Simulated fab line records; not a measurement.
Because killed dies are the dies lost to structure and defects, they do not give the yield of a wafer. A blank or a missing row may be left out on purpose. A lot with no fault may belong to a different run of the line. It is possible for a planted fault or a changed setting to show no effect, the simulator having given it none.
Which of the tools did it? + flow nandHarc + 11 lots, 33 wafers sampled, at 5 steps of a route of 1302

== WHAT THE GAUGES SHOWED, per wafer ==
NHARC_A_CONTACT_OVL_MEAS_09. Usual: overlayXNm -0.1 nm, standard deviation 0.78; overlayYNm -0.3 nm, standard deviation 0.97.
| lot  | measured     | on         | overlayXNm (nm) | overlayYNm (nm) | flag |
|------|--------------|------------|-----------------|-----------------|------|
| L538 | day 23 02:13 | overlay-02 | 0.7 0.2 1.0     | -0.6 -1.1 -1.3  |      |
| L546 | day 27 02:56 | overlay-02 | -0.6 -0.3 0.0   | 1.3 1.8 1.7     |      |
| L549 | day 27 19:34 | overlay-01 | 0.6 0.9 0.4     | -0.7 -0.2 -0.1  |      |
| L548 | day 27 22:05 | overlay-02 | 0.4 -0.5 -0.6   | 1.8 1.8 1.6     |      |
| L550 | day 28 19:51 | overlay-01 | -1.5 -1.0 -1.5  | 0.7 0.9 0.9     |      |
| L551 | day 28 21:43 | overlay-01 | 1.1 -0.1 0.8    | 0.3 -0.7 -0.1   |      |
| L553 | day 30 03:47 | overlay-02 | 0.4 0.0 0.2     | -0.2 0.4 0.0    |      |
| L554 | day 30 06:09 | overlay-02 | 1.4 1.4 0.9     | 0.0 0.1 0.1     |      |
| L552 | day 30 07:58 | overlay-01 | 0.5 0.9 0.9     | -0.5 -0.2 -0.9  |      |
| L555 | day 30 23:25 | overlay-01 | -0.9 -0.6 -0.4  | -1.0 -0.9 -1.3  |      |
| L556 | day 31 00:58 | overlay-01 | -0.4 -0.7 -0.7  | 1.4 1.4 0.9     |      |

NHARC_END_SORT_01. Usual: killedAtArray 52, standard deviation 19; killedAtOther 1.0, standard deviation 1.2; killedAtPeriphery 4.1, standard deviation 2.8; killedDies 57, standard deviation 19; killedOpen 3.1, standard deviation 1.7; killedShort 2.5, standard deviation 1.5.
| lot  | measured     | on        | killedAtArray | killedAtOther | killedAtPeriphery | killedDies  | killedOpen | killedShort | flag |
|------|--------------|-----------|---------------|---------------|-------------------|-------------|------------|-------------|------|
| L546 | day 29 02:52 | prober-01 | 663 669 669   | 2 4 1         | 12 4 7            | 677 677 677 | 3 2 2      | 2 2 3       | OFF  |
| L548 | day 29 23:15 | prober-01 | 676 674 673   | 0 0 0         | 1 3 4             | 677 677 677 | 0 6 4      | 1 1 4       | OFF  |

== WHAT TOOL EACH LOT RAN ON (gives the tool, then ch and the chambers of the sampled wafers, and finally the start) ==
| lot  | NHARC_A_CONTACT_ETCH_89                      | NHARC_A_CONTACT_ETCH_139           | NHARC_A_CONTACT_ETCH_110          |
|------|----------------------------------------------|------------------------------------|-----------------------------------|
| L538 | rieDiel-08 ch 2,3, day 23 05:08 or earlier   | harCapEtch-01 ch 0,1, day 23 05:08 | rieDiel-08 ch 0,2,3, day 23 06:18 |
| L546 | rieDiel-08 ch 1,2,3, day 27 05:53 or earlier | harCapEtch-02 ch 0,1, day 27 05:53 | rieDiel-05 ch 0,2,3, day 27 07:05 |
| L549 | rieDiel-08 ch 0,1,2, day 27 22:43 or earlier | harCapEtch-01 ch 0,1, day 27 22:43 | rieDiel-08 ch 0,1,2, day 27 23:56 |
| L548 | rieDiel-12 ch 0,1,2, day 28 00:41 or earlier | harCapEtch-03 ch 0,1, day 28 00:41 | rieDiel-12 ch 1,2, day 28 01:40   |
| L550 | rieDiel-05 ch 2,3, day 28 22:31 or earlier   | harCapEtch-01 ch 0,1, day 28 22:31 | rieDiel-12 ch 0,2, day 28 23:35   |
| L551 | rieDiel-08 ch 0,1,3, day 29 00:31 or earlier | harCapEtch-03 ch 0,1, day 29 00:31 | rieDiel-12 ch 0,2,3, day 29 01:41 |
| L553 | rieDiel-08 ch 1,3, day 30 06:21 or earlier   | harCapEtch-01 ch 0,1, day 30 06:21 | rieDiel-12 ch 0,2,3, day 30 07:40 |
| L554 | rieDiel-08 ch 2,3, day 30 09:13 or earlier   | harCapEtch-03 ch 0,1, day 30 09:13 | rieDiel-08 ch 0,1,2, day 30 10:14 |
| L552 | rieDiel-05 ch 0,1, day 30 10:31 or earlier   | harCapEtch-02 ch 1, day 30 10:31   | rieDiel-08 ch 1,2,3, day 30 11:38 |
| L555 | rieDiel-05 ch 0,3, day 31 02:22 or earlier   | harCapEtch-03 ch 0, day 31 02:22   | rieDiel-05 ch 2,3, day 31 03:31   |
| L556 | rieDiel-08 ch 0,1,3, day 31 03:29 or earlier | harCapEtch-02 ch 0,1, day 31 03:29 | rieDiel-05 ch 0,1,3, day 31 04:52 |
- NHARC_A_CONTACT_ETCH_89: etches the open film in N2/H2, target depth 260 nm, time 475.3 s.
- NHARC_A_CONTACT_ETCH_139: etches the open film in C4F8/O2/Ar, time 195 s, target depth 840 nm.
- NHARC_A_CONTACT_ETCH_110: etches the open film in CF4/O2, target depth 60 nm, overetch 6 nm, time 33 s.

== AS READ BY THE TOOLS THEMSELVES (means over the sampled wafers that have a number; for cases with no such wafer, the mark the record gives instead) ==
NHARC_A_CONTACT_ETCH_89. Usual: biasW 150.0 W, standard deviation 0.4; chamberPressureMTorr 30.001 mTorr, standard deviation 0.027; drypumpMotorCurrentA 5.92 A, standard deviation 0.28; oesProductAu 0.996 a.u., standard deviation 0.011; rfFwdPowerW 399.3 W, standard deviation 1.2; rfVppV 429.3 V, standard deviation 2.2; showerheadPlenumPTorr 1.99 Torr, standard deviation 0.067; throttleValvePct 14.172 %, standard deviation 0.0087.
| lot  | tool       | biasW (W) | chamberPressureMTorr (mTorr) | drypumpMotorCurrentA (A) | oesProductAu (a.u.) | rfFwdPowerW (W) | rfVppV (V) | showerheadPlenumPTorr (Torr) | throttleValvePct (%) | flag |
|------|------------|-----------|------------------------------|--------------------------|---------------------|-----------------|------------|------------------------------|----------------------|------|
| L538 | rieDiel-08 | 149.6     | 30.010                       | 5.88                     | 1.002               | 398.8           | 429.3      | 1.96                         | 14.170               |      |
| L546 | rieDiel-08 | 150.3     | 30.016                       | 6.00                     | 0.995               | 399.1           | 429.5      | 2.00                         | 14.172               |      |
| L549 | rieDiel-08 | 150.1     | 30.011                       | 6.16                     | 0.997               | 399.6           | 431.3      | 2.05                         | 14.163               |      |
| L548 | rieDiel-12 | 150.1     | 30.004                       | 5.81                     | 1.001               | 400.2           | 429.7      | 1.99                         | 14.175               |      |
| L550 | rieDiel-05 | 150.4     | 29.978                       | 5.87                     | 0.988               | 398.2           | 428.0      | 1.96                         | 14.176               |      |
| L551 | rieDiel-08 | 150.1     | 30.017                       | 5.91                     | 1.002               | 398.9           | 429.4      | 1.99                         | 14.176               |      |
| L553 | rieDiel-08 | 150.2     | 30.005                       | 5.91                     | 0.995               | 399.0           | 429.8      | 1.98                         | 14.178               |      |
| L554 | rieDiel-08 | 150.2     | 29.979                       | 5.87                     | 0.991               | 398.2           | 428.6      | 1.95                         | 14.165               |      |
| L552 | rieDiel-05 | 149.9     | 30.021                       | 5.63                     | 1.001               | 399.5           | 427.4      | 1.93                         | 14.172               |      |
| L555 | rieDiel-05 | 150.3     | 30.013                       | 5.53                     | 1.001               | 398.9           | 426.6      | 1.94                         | 14.175               |      |
| L556 | rieDiel-08 | 149.7     | 30.015                       | 5.90                     | 0.997               | 399.1           | 428.9      | 1.99                         | 14.177               |      |

NHARC_A_CONTACT_ETCH_139. Usual: chamberPressureMTorr 20.001 mTorr, standard deviation 0.019; oesAirLineAu 1.001 a.u., standard deviation 0.022.
| lot  | tool          | chamberPressureMTorr (mTorr) | oesAirLineAu (a.u.) | flag |
|------|---------------|------------------------------|---------------------|------|
| L538 | harCapEtch-01 | 19.998                       | 1.021               |      |
| L546 | harCapEtch-02 | -                            | -                   | OFF  |
| L549 | harCapEtch-01 | 19.991                       | 0.969               |      |
| L548 | harCapEtch-03 | -                            | -                   | OFF  |
| L550 | harCapEtch-01 | 19.993                       | 1.002               |      |
| L551 | harCapEtch-03 | 20.002                       | 0.991               |      |
| L553 | harCapEtch-01 | 20.015                       | 0.977               |      |
| L554 | harCapEtch-03 | 19.994                       | 1.029               |      |
| L552 | harCapEtch-02 | 20.001                       | 0.999               |      |
| L555 | harCapEtch-03 | 20.010                       | 1.017               |      |
| L556 | harCapEtch-02 | 20.005                       | 1.004               |      |

NHARC_A_CONTACT_ETCH_110. Usual: biasW 100.0 W, standard deviation 0.31; cf4FlowSccm 79.96 sccm, standard deviation 0.25; drypumpMotorCurrentA 5.94 A, standard deviation 0.25; oesProductAu 0.996 a.u., standard deviation 0.012; rfFwdPowerW 294.1 W, standard deviation 1.7; rfVppV 197.3 V, standard deviation 1.2; showerheadPlenumPTorr 1.31 Torr, standard deviation 0.04; throttleValvePct 13.397 %, standard deviation 0.0091.
| lot  | tool       | biasW (W) | cf4FlowSccm (sccm) | drypumpMotorCurrentA (A) | oesProductAu (a.u.) | rfFwdPowerW (W) | rfVppV (V) | showerheadPlenumPTorr (Torr) | throttleValvePct (%) | flag |
|------|------------|-----------|--------------------|--------------------------|---------------------|-----------------|------------|------------------------------|----------------------|------|
| L538 | rieDiel-08 | 99.7      | 80.19              | 5.98                     | 0.997               | 293.9           | 197.6      | 1.32                         | 13.393               |      |
| L546 | rieDiel-05 | 99.6      | 79.82              | 5.75                     | 0.997               | 295.3           | 196.4      | 1.29                         | 13.398               |      |
| L549 | rieDiel-08 | 99.7      | 79.95              | 6.14                     | 0.999               | 293.0           | 198.3      | 1.34                         | 13.411               |      |
| L548 | rieDiel-12 | 100.1     | 79.74              | 5.81                     | 1.011               | 293.5           | 197.8      | 1.32                         | 13.391               |      |
| L550 | rieDiel-12 | 100.1     | 80.18              | 5.80                     | 0.994               | 296.6           | 197.1      | 1.29                         | 13.398               |      |
| L551 | rieDiel-12 | 99.8      | 80.15              | 5.76                     | 0.991               | 296.5           | 195.9      | 1.28                         | 13.397               |      |
| L553 | rieDiel-12 | 100.2     | 79.86              | 5.76                     | 0.994               | 296.8           | 196.5      | 1.28                         | 13.395               |      |
| L554 | rieDiel-08 | 99.9      | 80.07              | 6.15                     | 0.992               | 292.1           | 197.6      | 1.34                         | 13.396               |      |
| L552 | rieDiel-08 | 100.2     | 80.03              | 6.01                     | 0.991               | 294.7           | 197.7      | 1.31                         | 13.399               |      |
| L555 | rieDiel-05 | 100.2     | 80.34              | 5.86                     | 1.003               | 294.7           | 197.0      | 1.28                         | 13.405               |      |
| L556 | rieDiel-05 | 100.2     | 79.92              | 5.72                     | 0.990               | 294.3           | 196.5      | 1.26                         | 13.400               |      |

== THE ANSWER, worked out from the rows above alone ==
Rule: a lot is off if the mean of its wafers that have a number lies more than 3 standard deviations from the usual mean. Also off: a lot with no number at a reading for which 4 or more lots have one. Where the step has rows for the other lots, those lots are counted as sound. After the gauges, taken in route order, come the tools' own readings; for these a lot's mean is taken, as printed above. The first step at which some lot is off is used, and at that step the reading that is off furthest; a lot without a number counts as furthest.
Off: L546, L548 (NHARC_END_SORT_01, killedAtArray). Neither off nor sound, because the step has no rows for them: L538, L549, L550, L551, L553, L554, L552, L555, L556.
A tool fits if, at a process step before that reading, it ran every lot that is off, and no sound lot after the first of them. The gauges at NHARC_END_SORT_01 aren't tried: what is off there is off at NHARC_A_CONTACT_ETCH_139 too, on other tools, and a gauge's error can't cause that. NHARC_A_CONTACT_ETCH_89: start missing for some lots; hours and lot order therefore follow NHARC_A_CONTACT_ETCH_139. Of those tried, none fits.

== WHAT THE SIMULATOR PUT IN ==
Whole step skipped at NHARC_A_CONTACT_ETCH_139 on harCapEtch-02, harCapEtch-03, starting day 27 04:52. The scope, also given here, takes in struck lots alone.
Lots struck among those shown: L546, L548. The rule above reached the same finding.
